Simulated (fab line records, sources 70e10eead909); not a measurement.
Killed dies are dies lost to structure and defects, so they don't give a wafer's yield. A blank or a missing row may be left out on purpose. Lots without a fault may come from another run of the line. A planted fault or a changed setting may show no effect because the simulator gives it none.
A struck lot beside a sound one | flow nand_harc | 15 steps out of a route of 1302
Sound: wafers L927.1, L927.2, L927.5. Struck: wafers L942.1, L942.2, L942.5. The cause comes at the end.
At each step with rows: each side's tool, then ch and its chambers, then its first start. Under that, the readings that differ: sound wafers | struck wafers | difference of the means | sigmas: that difference in standard deviations of wafers without a fault.
alike: readings whose means differ by less than 2 such deviations, and words and numbers that are the same on both sides. not compared: withheld readings, readings that some wafer has no value for, bounds like >300 that may hide the same value, and numbers for which the record gives no deviation and whose values overlap.
The two part at a step that has a row with sigmas, a row that says differs or no value, or rows on one side only. Numbers that don't overlap but have no deviation are shown without sigmas and don't part them. A reading that every wafer of one side lacks parts them only if that side has two wafers or more.

first, 7 steps without rows for these wafers: NHARC_THIN_TSV_HMDS_26 (time 30 s); NHARC_THIN_TSV_COAT_27; NHARC_THIN_TSV_SOFTBAKE_28 (time 95 s); NHARC_THIN_TSV_EBR_29; NHARC_THIN_TSV_EXPOSE_30 (exposes mask PAD); NHARC_THIN_TSV_PEB_31 (peb time 85 s); NHARC_THIN_TSV_DEVELOP_32 (time 70 s).
NHARC_THIN_TSV_CD_MEAS_33: target cd 5000 nm.
  sound on cd_sem-01 ch 0, day 25 01:56; struck on cd_sem-01 ch 0, day 30 10:05
  alike: cd_nm
then, 1 step without rows for these wafers: NHARC_THIN_TSV_HARDBAKE_34 (time 80 s).
NHARC_THIN_TSV_DESCUM_35: chemistry O2, time 3 s.
  sound on rie_diel-13 ch 1,2, day 25 02:07; struck on rie_diel-08 ch 0,2, day 30 10:15
  alike: drypump_motor_current_A, oes_product_au, rf_vpp_V, showerhead_plenum_p_Torr, throttle_valve_pct
  not compared: rf_hours_counter_h
NHARC_THIN_TSV_ETCH_59: etches the open film in Cl2/BCl3, target depth 880 nm, time 138.1 s.
  sound on rie_metal-02 ch 0,1, day 25 02:13; struck on rie_metal-02 ch 0,1, day 30 10:22
  reading               | sound             | struck            | difference | sigmas
  oes_product_au (a.u.) | 1.008 1.001 1.011 | 0.995 0.982 0.983 | -0.020     | -2
  alike: drypump_motor_current_A, he_backside_leak_sccm, throttle_valve_pct
  not compared: rf_hours_counter_h
NHARC_THIN_TSV_ETCH_36: etches the open film in Cl2/BCl3, target depth 65 nm, time 18.571 s.
  sound on rie_metal-02 ch 0,1, day 25 02:29; struck on rie_metal-02 ch 0,1, day 30 10:37
  alike: drypump_motor_current_A, he_backside_leak_sccm, oes_product_au
  not compared: rf_hours_counter_h
NHARC_THIN_TSV_STRIP_56: strips in O2.
  sound on plasma_asher-01 ch 0,1, day 25 02:35; struck on plasma_asher-02 ch 0,1, day 30 10:43
  no value came back on the struck wafers for drypump_motor_current_A (A), heater_power_w (W); on the sound wafers drypump_motor_current_A (A) reads 5.5 5.0 5.0
  not compared: rf_hours_counter_h
then, 1 step without rows for these wafers: NHARC_THIN_TSV_STRIP_57 (strips in post etch residue remover, time 1200 s).
NHARC_END_SORT_01:
  sound on prober-02 ch 0, day 25 11:01; struck on prober-02 ch 0, day 30 18:15
  alike: defect_limited_yield, killed_at_array, killed_at_other, killed_at_periphery, killed_dies, killed_open, killed_short, sort_bin_2_pct, sort_bin_3_pct, sort_bin_4_pct, sort_n_pass, sort_rim_yield_pct, sort_yield_pct

WHERE THEY PART
First at NHARC_THIN_TSV_ETCH_59; last, within this record, at NHARC_THIN_TSV_STRIP_56. Later steps at which nothing parts them and some readings are alike: NHARC_END_SORT_01.

WHY: what the simulator had put in
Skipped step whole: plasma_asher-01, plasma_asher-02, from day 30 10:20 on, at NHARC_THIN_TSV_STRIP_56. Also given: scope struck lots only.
